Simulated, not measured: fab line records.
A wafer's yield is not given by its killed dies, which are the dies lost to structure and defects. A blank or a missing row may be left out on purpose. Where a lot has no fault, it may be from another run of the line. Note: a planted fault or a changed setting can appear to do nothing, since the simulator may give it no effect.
What tool caused it?	flow n5-finfet	72 wafers from 24 lots sampled at 6 of the route's 1938 steps

== WHAT THE GAUGES SHOWED, per wafer ==
Not one reading of a measure or inspect step in the record can be checked against a usual standard deviation.

== EACH LOT AND THE TOOL THAT RAN IT (in order: tool; ch and the chambers of the sampled wafers; start) ==
lot	N5_BEOL_M12_SPUTTER_43	N5_BEOL_M12_ANNEAL_48	N5_BEOL_M13_ILD_DEP_00	N5_BEOL_M13_STRIP_63	N5_BEOL_M13_SPUTTER_43	N5_BEOL_M13_SPUTTER_44
L075	pvd-sputter-01, day 10 09:14	rtp-anneal-01 ch 0, day 10 11:28	pecvd-02 ch 0,1,2, day 10 12:11	plasma-asher-02 ch 0,1, day 10 13:13	pvd-sputter-02, day 10 17:04	pvd-sputter-02, day 10 17:08
L074	pvd-sputter-03, day 10 09:38	rtp-anneal-01 ch 0, day 10 11:44	pecvd-03 ch 0,1, day 10 12:30	plasma-asher-02 ch 0,1, day 10 13:23	pvd-sputter-03, day 10 17:29	pvd-sputter-03, day 10 17:34
L076	pvd-sputter-03, day 11 02:32	rtp-anneal-02 ch 0, day 11 03:04	pecvd-04 ch 1,2, day 11 03:44	plasma-asher-01 ch 0,1, day 11 04:38	pvd-sputter-01, day 11 08:58	pvd-sputter-01, day 11 09:02
L077	pvd-sputter-03, day 11 10:01	rtp-anneal-01 ch 0, day 11 10:37	pecvd-04 ch 0,1,2, day 11 11:22	plasma-asher-02 ch 0,1, day 11 12:21	pvd-sputter-03, day 11 14:09	pvd-sputter-03, day 11 14:14
L078	pvd-sputter-03, day 11 16:26	rtp-anneal-01 ch 0, day 11 16:58	pecvd-02 ch 1,2, day 11 17:46	plasma-asher-01 ch 0, day 11 18:38	pvd-sputter-01, day 11 21:08	pvd-sputter-01, day 11 21:13
L079	pvd-sputter-02, day 11 23:20	rtp-anneal-02 ch 0, day 12 00:16	pecvd-02 ch 0,1,2, day 12 01:03	plasma-asher-02 ch 0,1, day 12 02:07	pvd-sputter-03, day 12 07:37	pvd-sputter-03, day 12 07:42
L080	pvd-sputter-03, day 11 23:47	rtp-anneal-01 ch 0, day 12 00:19	pecvd-04 ch 0,1,2, day 12 01:05	plasma-asher-02 ch 0,1, day 12 02:14	pvd-sputter-02, day 12 08:52	pvd-sputter-02, day 12 08:57
L082	pvd-sputter-03, day 12 08:44	rtp-anneal-02 ch 0, day 12 09:10	pecvd-02 ch 0,1,2, day 12 09:58	plasma-asher-01 ch 0,1, day 12 10:49	pvd-sputter-03, day 12 13:17	pvd-sputter-03, day 12 13:22
L081	pvd-sputter-02, day 12 09:35	rtp-anneal-01 ch 0, day 12 10:17	pecvd-03 ch 0,1, day 12 11:02	plasma-asher-01 ch 0,1, day 12 12:19	pvd-sputter-02, day 12 15:44	pvd-sputter-02, day 12 15:49
L083	pvd-sputter-01, day 12 21:41	rtp-anneal-02 ch 0, day 12 22:12	pecvd-02 ch 0,1,2, day 12 22:53	plasma-asher-01 ch 0,1, day 13 00:05	pvd-sputter-02, day 13 01:58	pvd-sputter-02, day 13 02:02
L084	pvd-sputter-01, day 13 04:56	rtp-anneal-02 ch 0, day 13 05:26	pecvd-03 ch 0,1,2, day 13 06:08	plasma-asher-02 ch 0,1, day 13 07:08	pvd-sputter-03, day 13 09:29	pvd-sputter-03, day 13 09:34
L086	pvd-sputter-03, day 13 09:02	rtp-anneal-02 ch 0, day 13 09:30	pecvd-02 ch 1,2, day 13 10:14	plasma-asher-01 ch 0,1, day 13 11:06	pvd-sputter-01, day 13 13:35	pvd-sputter-01, day 13 13:40
L085	pvd-sputter-01, day 13 11:59	rtp-anneal-01 ch 0, day 13 12:29	pecvd-02 ch 0,2, day 13 13:13	plasma-asher-02 ch 0,1, day 13 14:12	pvd-sputter-03, day 13 16:44	pvd-sputter-03, day 13 16:49
L087	pvd-sputter-01, day 13 17:35	rtp-anneal-01 ch 0, day 13 18:06	pecvd-04 ch 0,1, day 13 18:51	plasma-asher-01 ch 0,1, day 13 19:44	pvd-sputter-03, day 14 03:02	pvd-sputter-03, day 14 03:07
L088	pvd-sputter-03, day 14 10:01	rtp-anneal-02 ch 0, day 14 10:54	pecvd-03 ch 0,2, day 14 11:41	plasma-asher-01 ch 0,1, day 14 12:54	pvd-sputter-02, day 14 14:53	pvd-sputter-02, day 14 14:58
L090	pvd-sputter-03, day 14 12:55	rtp-anneal-02 ch 0, day 14 13:23	pecvd-04 ch 0,2, day 14 14:07	plasma-asher-01 ch 0,1, day 14 15:13	pvd-sputter-03, day 14 18:01	pvd-sputter-03, day 14 18:06
L089	pvd-sputter-01, day 14 13:04	rtp-anneal-01 ch 0, day 14 13:29	pecvd-02 ch 0,2, day 14 14:16	plasma-asher-01 ch 0,1, day 14 15:29	pvd-sputter-03, day 14 18:41	pvd-sputter-03, day 14 18:46
L091	pvd-sputter-01, day 15 03:26	rtp-anneal-02 ch 0, day 15 03:51	pecvd-03 ch 1,2, day 15 04:38	plasma-asher-02 ch 0,1, day 15 05:38	pvd-sputter-02, day 15 10:44	pvd-sputter-02, day 15 10:49
L092	pvd-sputter-02, day 15 04:39	rtp-anneal-01 ch 0, day 15 05:06	pecvd-02 ch 0,1,2, day 15 05:53	plasma-asher-02 ch 0,1, day 15 06:55	pvd-sputter-03, day 15 10:16	pvd-sputter-03, day 15 10:21
L093	pvd-sputter-03, day 15 07:09	rtp-anneal-02 ch 0, day 15 07:37	pecvd-03 ch 0,2, day 15 08:21	plasma-asher-01 ch 0,1, day 15 09:16	pvd-sputter-03, day 15 12:03	pvd-sputter-03, day 15 12:08
L094	pvd-sputter-02, day 15 13:04	rtp-anneal-02 ch 0, day 15 13:29	pecvd-02 ch 0,1,2, day 15 14:16	plasma-asher-01 ch 0,1, day 15 15:15	pvd-sputter-02, day 15 20:07	pvd-sputter-02, day 15 20:12
L095	pvd-sputter-02, day 15 19:36	rtp-anneal-01 ch 0, day 15 20:04	pecvd-02 ch 1,2, day 15 20:48	plasma-asher-01 ch 0,1, day 15 21:40	pvd-sputter-01, day 16 00:40	pvd-sputter-01, day 16 00:45
L096	pvd-sputter-01, day 16 01:04	rtp-anneal-02 ch 0, day 16 01:32	pecvd-03 ch 0,1,2, day 16 02:19	plasma-asher-02 ch 0,1, day 16 03:10	pvd-sputter-01, day 16 05:59	pvd-sputter-01, day 16 06:04
L097	pvd-sputter-03, day 16 10:49	rtp-anneal-02 ch 0, day 16 11:21	pecvd-03 ch 0,1, day 16 12:08	plasma-asher-02 ch 0,1, day 16 13:10	pvd-sputter-03, day 16 18:02	pvd-sputter-03, day 16 18:07
- N5_BEOL_M12_SPUTTER_43: material TaN, target thk 15 nm, time 24.19 s.
- N5_BEOL_M12_ANNEAL_48: time 90 s.
- N5_BEOL_M13_ILD_DEP_00: deposits SiOC from DEMS/O2, target thk 837.92 nm, time 166.4 s.
- N5_BEOL_M13_STRIP_63: strips in N2/H2.
- N5_BEOL_M13_SPUTTER_43: material TaN, target thk 15 nm, time 24.19 s.
- N5_BEOL_M13_SPUTTER_44: material Ta, target thk 10 nm, time 16.13 s.

== AS READ BY THE TOOLS THEMSELVES (means over the sampled wafers that have a number; for cases with no such wafer, the mark the record gives instead) ==
N5_BEOL_M12_SPUTTER_43. Usual: throttle-valve-pct 30.1 %, standard deviation 1.2.
lot	tool	throttle-valve-pct (%)	flag
L075	pvd-sputter-01	30.1	
L074	pvd-sputter-03	30.9	
L076	pvd-sputter-03	29.9	
L077	pvd-sputter-03	31.5	
L078	pvd-sputter-03	30.2	
L079	pvd-sputter-02	29.7	
L080	pvd-sputter-03	30.8	
L082	pvd-sputter-03	30.8	
L081	pvd-sputter-02	29.2	
L083	pvd-sputter-01	29.7	
L084	pvd-sputter-01	30.2	
L086	pvd-sputter-03	30.7	
L085	pvd-sputter-01	31.0	
L087	pvd-sputter-01	29.8	
L088	pvd-sputter-03	30.1	
L090	pvd-sputter-03	30.8	
L089	pvd-sputter-01	29.7	
L091	pvd-sputter-01	30.7	
L092	pvd-sputter-02	29.0	
L093	pvd-sputter-03	30.2	
L094	pvd-sputter-02	28.5	
L095	pvd-sputter-02	28.8	
L096	pvd-sputter-01	29.9	
L097	pvd-sputter-03	30.1	

N5_BEOL_M12_ANNEAL_48. Usual: wafer_temp_C_max 226.0, standard deviation 0.47.
lot	tool	wafer_temp_C_max	flag
L075	rtp-anneal-01	226.6	
L074	rtp-anneal-01	226.6	
L076	rtp-anneal-02	225.6	
L077	rtp-anneal-01	226.2	
L078	rtp-anneal-01	226.0	
L079	rtp-anneal-02	225.8	
L080	rtp-anneal-01	226.7	
L082	rtp-anneal-02	225.9	
L081	rtp-anneal-01	226.3	
L083	rtp-anneal-02	225.6	
L084	rtp-anneal-02	225.6	
L086	rtp-anneal-02	225.9	
L085	rtp-anneal-01	226.7	
L087	rtp-anneal-01	226.5	
L088	rtp-anneal-02	225.5	
L090	rtp-anneal-02	225.6	
L089	rtp-anneal-01	226.4	
L091	rtp-anneal-02	225.6	
L092	rtp-anneal-01	226.4	
L093	rtp-anneal-02	225.8	
L094	rtp-anneal-02	225.8	
L095	rtp-anneal-01	226.5	
L096	rtp-anneal-02	225.5	
L097	rtp-anneal-02	225.6	

N5_BEOL_M13_ILD_DEP_00. Usual: chamber-pressure-Torr 4.999 Torr, standard deviation 0.011; heater-power-w 482 W, standard deviation 83; showerhead-plenum-p-Torr 5.689 Torr, standard deviation 0.0092; throttle-valve-pct 11.8 %, standard deviation 0.58.
lot	tool	chamber-pressure-Torr (Torr)	heater-power-w (W)	showerhead-plenum-p-Torr (Torr)	throttle-valve-pct (%)	flag
L075	pecvd-02	4.990	459	5.690	11.8	
L074	pecvd-03	4.992	485	5.700	11.3	
L076	pecvd-04	4.998	651	5.691	11.9	
L077	pecvd-04	5.005	569	5.685	12.2	
L078	pecvd-02	5.004	431	5.687	11.5	
L079	pecvd-02	4.989	425	5.684	11.8	
L080	pecvd-04	4.993	565	5.683	12.3	
L082	pecvd-02	4.997	437	5.697	12.0	
L081	pecvd-03	5.007	559	5.686	11.3	
L083	pecvd-02	4.996	437	5.697	11.8	
L084	pecvd-03	4.993	463	5.697	11.8	
L086	pecvd-02	4.991	396	5.689	11.4	
L085	pecvd-02	5.003	424	5.679	11.2	
L087	pecvd-04	5.000	519	5.678	12.5	
L088	pecvd-03	5.005	473	5.689	11.9	
L090	pecvd-04	5.000	509	5.691	12.2	
L089	pecvd-02	5.001	446	5.692	11.2	
L091	pecvd-03	4.996	499	5.684	11.3	
L092	pecvd-02	5.000	454	5.689	11.9	
L093	pecvd-03	4.999	479	5.694	11.9	
L094	pecvd-02	4.999	421	5.692	11.8	
L095	pecvd-02	5.006	435	5.695	11.9	
L096	pecvd-03	5.003	501	5.696	11.6	
L097	pecvd-03	5.003	515	5.693	11.5	

N5_BEOL_M13_STRIP_63. Usual: drypump-motor-current-A 5.4 A, standard deviation 0.37; heater-power-w 305 W, standard deviation 12; n2-flow-sccm 1749 sccm, standard deviation 5.3; oes-product-au 0.676 a.u., standard deviation 0.0049; strip-time-to-endpoint-s 28.4 s, standard deviation 1.3.
lot	tool	drypump-motor-current-A (A)	heater-power-w (W)	n2-flow-sccm (sccm)	oes-product-au (a.u.)	strip-time-to-endpoint-s (s)	flag
L075	plasma-asher-02	5.8	310	1746	0.675	28.0	
L074	plasma-asher-02	5.8	317	1744	0.673	27.9	
L076	plasma-asher-01	5.2	297	1748	0.676	28.3	
L077	plasma-asher-02	5.8	321	1749	0.677	29.5	
L078	plasma-asher-01	5.0	294	1753	0.674	27.4	
L079	plasma-asher-02	5.8	318	1752	0.676	27.8	
L080	plasma-asher-02	5.8	320	1748	0.679	29.3	
L082	plasma-asher-01	5.0	298	1744	0.677	27.6	
L081	plasma-asher-01	5.1	297	1746	0.677	28.2	
L083	plasma-asher-01	5.2	297	1750	0.673	27.0	
L084	plasma-asher-02	5.8	310	1749	0.673	28.9	
L086	plasma-asher-01	5.2	301	1748	0.677	28.4	
L085	plasma-asher-02	5.8	313	1752	0.675	28.0	
L087	plasma-asher-01	5.1	294	1754	0.672	26.9	
L088	plasma-asher-01	5.2	300	1747	0.680	30.4	
L090	plasma-asher-01	5.2	295	1756	0.673	27.7	
L089	plasma-asher-01	5.0	296	1752	0.674	27.6	
L091	plasma-asher-02	5.8	311	1748	0.677	28.6	
L092	plasma-asher-02	5.8	315	1748	0.679	28.0	
L093	plasma-asher-01	5.2	301	1750	0.677	30.3	
L094	plasma-asher-01	5.1	296	1759	0.677	29.5	
L095	plasma-asher-01	5.2	303	1749	0.677	27.9	
L096	plasma-asher-02	5.8	317	1745	0.676	29.5	
L097	plasma-asher-02	5.8	311	1749	0.678	29.1	

N5_BEOL_M13_SPUTTER_43. Usual: throttle-valve-pct 29.9 %, standard deviation 1.3.
lot	tool	throttle-valve-pct (%)	flag
L075	pvd-sputter-02	28.9	
L074	pvd-sputter-03	30.0	
L076	pvd-sputter-01	31.0	
L077	pvd-sputter-03	30.0	
L078	pvd-sputter-01	30.9	
L079	pvd-sputter-03	31.6	
L080	pvd-sputter-02	28.6	
L082	pvd-sputter-03	30.7	
L081	pvd-sputter-02	28.5	
L083	pvd-sputter-02	28.0	
L084	pvd-sputter-03	30.1	
L086	pvd-sputter-01	29.2	
L085	pvd-sputter-03	30.2	
L087	pvd-sputter-03	30.0	
L088	pvd-sputter-02	28.0	
L090	pvd-sputter-03	31.2	
L089	pvd-sputter-03	30.7	
L091	pvd-sputter-02	29.5	
L092	pvd-sputter-03	30.7	
L093	pvd-sputter-03	30.8	
L094	pvd-sputter-02	29.5	
L095	pvd-sputter-01	29.6	
L096	pvd-sputter-01	29.8	
L097	pvd-sputter-03	30.3	

N5_BEOL_M13_SPUTTER_44. Usual: throttle-valve-pct 29.9 %, standard deviation 1.3.
lot	tool	throttle-valve-pct (%)	flag
L075	pvd-sputter-02	28.7	
L074	pvd-sputter-03	30.1	
L076	pvd-sputter-01	30.9	
L077	pvd-sputter-03	30.2	
L078	pvd-sputter-01	31.0	
L079	pvd-sputter-03	31.3	
L080	pvd-sputter-02	28.6	
L082	pvd-sputter-03	30.9	
L081	pvd-sputter-02	28.6	
L083	pvd-sputter-02	28.1	
L084	pvd-sputter-03	30.1	
L086	pvd-sputter-01	29.0	
L085	pvd-sputter-03	30.1	
L087	pvd-sputter-03	30.1	
L088	pvd-sputter-02	28.0	
L090	pvd-sputter-03	31.4	
L089	pvd-sputter-03	30.8	
L091	pvd-sputter-02	29.5	
L092	pvd-sputter-03	30.7	
L093	pvd-sputter-03	30.8	
L094	pvd-sputter-02	29.4	
L095	pvd-sputter-01	29.5	
L096	pvd-sputter-01	29.9	
L097	pvd-sputter-03	30.3	

== THE ANSWER, worked out from the rows above alone ==
Rule: a lot counts as off when the mean over its wafers that have a number is more than 3 standard deviations away from the usual mean. A lot without any number at a reading at which 4 lots or more have one is off too. All remaining lots with rows at the step are treated as sound. First the gauges in route order, then the tools' own readings, where a lot's mean is used as printed above. At the first step where some lot is off, the reading lying furthest off is the one used; lots without a number count as furthest.
No lot is off at any reading shown: from this, nothing can be told.

== WHAT HAD BEEN PUT IN BY THE SIMULATOR ==
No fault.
